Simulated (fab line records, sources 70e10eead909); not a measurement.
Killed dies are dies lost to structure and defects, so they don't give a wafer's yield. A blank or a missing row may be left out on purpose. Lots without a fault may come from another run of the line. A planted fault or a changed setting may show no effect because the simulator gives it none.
Which tool did it? | flow nand_harc | 13 lots, 38 wafers sampled, at 5 steps of a route of 1302

WHAT THE GAUGES READ, wafer by wafer
NHARC_A_ONON_D1_THK_MEAS_02: measures by ellipsometry. Usual: thk_nm 1001 nm, standard deviation 8.2.
lot  | measured     | on            | thk_nm (nm)    | flag
L540 | day 8 06:30  | film_metro-01 | 1006 1004 1004 |
L542 | day 9 05:32  | film_metro-02 | 1007 1006 1005 |
L543 | day 9 05:20  | film_metro-02 | 1007 1008 1007 |
L544 | day 9 14:41  | film_metro-01 | 1002 1002 1003 |
L545 | day 10 07:11 | film_metro-01 | 1010 1011 1011 |
L547 | day 10 23:51 | film_metro-02 | 995 995 995    |
L548 | day 11 21:17 | film_metro-02 | 1001 1002 1003 |
L553 | day 13 13:58 | film_metro-01 | 1503 1504      | OFF
L552 | day 13 13:58 | film_metro-02 | 990 992 989    |
L559 | day 16 00:11 | film_metro-01 | 987 985 985    |
L560 | day 16 14:50 | film_metro-01 | 1006 1006 1006 |
L561 | day 16 23:38 | film_metro-01 | 996 995 993    |
L562 | day 17 08:55 | film_metro-01 | 996 996 997    |

NHARC_END_SORT_01. Usual: killed_at_array 52, standard deviation 18; killed_at_other 1.0, standard deviation 1.4; killed_at_periphery 3.1, standard deviation 2.3; killed_dies 56, standard deviation 17; killed_open 3.0, standard deviation 1.7; killed_short 2.5, standard deviation 1.7.
lot  | measured     | on        | killed_at_array | killed_at_other | killed_at_periphery | killed_dies | killed_open | killed_short | flag
L547 | day 27 17:08 | prober-01 | 76 37 70        | 6 2 5           | 4 4 0               | 86 43 75    | 6 4 4       | 3 2 1        |
L548 | day 28 13:04 | prober-02 | 60              | 0               | 2                   | 62          | 1           | 3            |
L553 | day 29 11:35 | prober-01 | 674 670         | 1 4             | 2 3                 | 677 677     | 2 4         | 1 0          | OFF

WHICH TOOL RAN EACH LOT (tool, then ch and the chambers of the sampled wafers, then the start)
lot  | NHARC_P_BONDPAD_CMP_19        | NHARC_A_ZERO_WELL_ETCH_13        | NHARC_A_ONON_D1_DEP_00
L540 | cmp-04 ch 0,2,3, day 7 04:09  | rie_si-06 ch 0,1,2, day 7 06:18  | pecvd_onon-03 ch 0, day 8 05:59
L542 | cmp-01 ch 0,2,3, day 8 05:21  | rie_si-02 ch 1,2, day 8 07:22    | pecvd_onon-04 ch 0, day 9 05:01
L543 | cmp-03 ch 1,3, day 8 05:57    | rie_si-05 ch 1,2,3, day 8 08:02  | pecvd_onon-03 ch 0, day 9 04:53
L544 | cmp-01 ch 0,1, day 8 15:08    | rie_si-02 ch 1,3, day 8 17:28    | pecvd_onon-03 ch 0, day 9 14:14
L545 | cmp-01 ch 0,1,2, day 9 07:14  | rie_si-02 ch 0,1,2, day 9 09:22  | pecvd_onon-03 ch 0, day 10 06:52
L547 | cmp-01 ch 0,3, day 9 23:58    | rie_si-05 ch 0,2,3, day 10 02:04 | pecvd_onon-04 ch 0, day 10 23:31
L548 | cmp-01 ch 0,1, day 10 19:07   | rie_si-02 ch 0,1,2, day 10 21:24 | pecvd_onon-02 ch 0, day 11 20:53
L553 | cmp-01 ch 1,2, day 12 13:38   | rie_si-06 ch 2,3, day 12 15:49   | pecvd_onon-03 ch 0, day 13 13:26
L552 | cmp-01 ch 0,1,3, day 12 14:43 | rie_si-06 ch 0,2,3, day 12 16:47 | pecvd_onon-02 ch 0, day 13 13:27
L559 | cmp-03 ch 0,1,3, day 15 00:21 | rie_si-02 ch 0,2,3, day 15 02:32 | pecvd_onon-04 ch 0, day 15 23:41
L560 | cmp-03 ch 0,2, day 15 15:08   | rie_si-05 ch 0,1, day 15 17:11   | pecvd_onon-03 ch 0, day 16 14:22
L561 | cmp-03 ch 0,2, day 15 21:22   | rie_si-02 ch 0,2,3, day 15 23:38 | pecvd_onon-03 ch 0, day 16 23:07
L562 | cmp-01 ch 1,2, day 16 08:40   | rie_si-02 ch 0,1,2, day 16 10:53 | pecvd_onon-03 ch 0, day 17 08:28
- NHARC_P_BONDPAD_CMP_19: polishes, t overpolish 30 s, cu recess touch 16 s, target thk 160.81 nm.
- NHARC_A_ZERO_WELL_ETCH_13: etches the open film in HBr/Cl2, target depth 120 nm, time 40.1 s.
- NHARC_A_ONON_D1_DEP_00: target thk 1000 nm.

WHAT THE TOOLS THEMSELVES READ (means of the sampled wafers that have a number; where no wafer has one, the mark that the record gives instead)
NHARC_P_BONDPAD_CMP_19. Usual: motor_current_A 12.2 A, standard deviation 1.2; overpolish_run_s 30.001 s, standard deviation 0.0087; slurry_filter_dp_kPa 13.50 kPa, standard deviation 0.12.
lot  | tool   | motor_current_A (A) | overpolish_run_s (s) | slurry_filter_dp_kPa (kPa) | flag
L540 | cmp-04 | 11.7                | 29.994               | 13.52                      |
L542 | cmp-01 | 12.8                | 29.992               | 13.56                      |
L543 | cmp-03 | 11.5                | 29.996               | 13.53                      |
L544 | cmp-01 | 12.7                | 30.008               | 13.57                      |
L545 | cmp-01 | 13.5                | 30.006               | 13.47                      |
L547 | cmp-01 | 12.2                | 30.000               | 13.52                      |
L548 | cmp-01 | 12.2                | 30.006               | 13.50                      |
L553 | cmp-01 | 13.9                | 30.002               | 13.39                      |
L552 | cmp-01 | 12.0                | 30.008               | 13.59                      |
L559 | cmp-03 | 12.6                | 29.993               | 13.51                      |
L560 | cmp-03 | 11.9                | 30.004               | 13.67                      |
L561 | cmp-03 | 11.7                | 29.996               | 13.46                      |
L562 | cmp-01 | 13.4                | 30.000               | 13.64                      |

NHARC_A_ZERO_WELL_ETCH_13. Usual: drypump_motor_current_A 5.6 A, standard deviation 0.43; oes_product_au 0.999 a.u., standard deviation 0.014; throttle_valve_pct 26.405 %, standard deviation 0.009.
lot  | tool      | drypump_motor_current_A (A) | oes_product_au (a.u.) | throttle_valve_pct (%) | flag
L540 | rie_si-06 | 5.4                         | 0.985                 | 26.413                 |
L542 | rie_si-02 | 5.9                         | 0.993                 | 26.408                 |
L543 | rie_si-05 | 5.6                         | 1.003                 | 26.408                 |
L544 | rie_si-02 | 5.7                         | 0.986                 | 26.406                 |
L545 | rie_si-02 | 5.8                         | 1.000                 | 26.402                 |
L547 | rie_si-05 | 5.4                         | 0.988                 | 26.404                 |
L548 | rie_si-02 | 5.8                         | 0.992                 | 26.405                 |
L553 | rie_si-06 | 6.0                         | 0.987                 | 26.398                 |
L552 | rie_si-06 | 5.8                         | 0.997                 | 26.400                 |
L559 | rie_si-02 | 6.0                         | 1.007                 | 26.399                 |
L560 | rie_si-05 | 5.2                         | 0.998                 | 26.414                 |
L561 | rie_si-02 | 6.0                         | 0.997                 | 26.409                 |
L562 | rie_si-02 | 5.8                         | 1.009                 | 26.406                 |

NHARC_A_ONON_D1_DEP_00. Usual: sih4_flow_sccm 210.1 sccm, standard deviation 0.6.
lot  | tool          | sih4_flow_sccm (sccm) | flag
L540 | pecvd_onon-03 | 210.1                 |
L542 | pecvd_onon-04 | 209.9                 |
L543 | pecvd_onon-03 | 210.8                 |
L544 | pecvd_onon-03 | 209.6                 |
L545 | pecvd_onon-03 | 209.7                 |
L547 | pecvd_onon-04 | 210.2                 |
L548 | pecvd_onon-02 | 209.3                 |
L553 | pecvd_onon-03 | 209.3                 |
L552 | pecvd_onon-02 | 210.3                 |
L559 | pecvd_onon-04 | 209.7                 |
L560 | pecvd_onon-03 | 209.6                 |
L561 | pecvd_onon-03 | 209.5                 |
L562 | pecvd_onon-03 | 210.3                 |

THE ANSWER, worked out from the rows above alone
Rule: a lot is off if the mean of its wafers that have a number lies more than 3 standard deviations from the usual mean. A lot without any number at a reading at which 4 lots or more have one is off too. The other lots that the step has rows for count as sound. The gauges are gone through in route order, then the tools' own readings, and for those a lot's mean is taken as printed above. The first step at which some lot is off is used, and at that step the reading that is off furthest; a lot without a number counts as furthest.
Off: L553, at NHARC_A_ONON_D1_THK_MEAS_02 (thk_nm).
A tool fits if, at a process step before that reading, it ran every lot that is off, and no sound lot after the first of them. The gauges at NHARC_A_ONON_D1_THK_MEAS_02 aren't tried: what is off there is off at NHARC_END_SORT_01 too, on other tools, and a gauge's error can't cause that. None of those tried fits.

WHAT THE SIMULATOR HAD PUT IN
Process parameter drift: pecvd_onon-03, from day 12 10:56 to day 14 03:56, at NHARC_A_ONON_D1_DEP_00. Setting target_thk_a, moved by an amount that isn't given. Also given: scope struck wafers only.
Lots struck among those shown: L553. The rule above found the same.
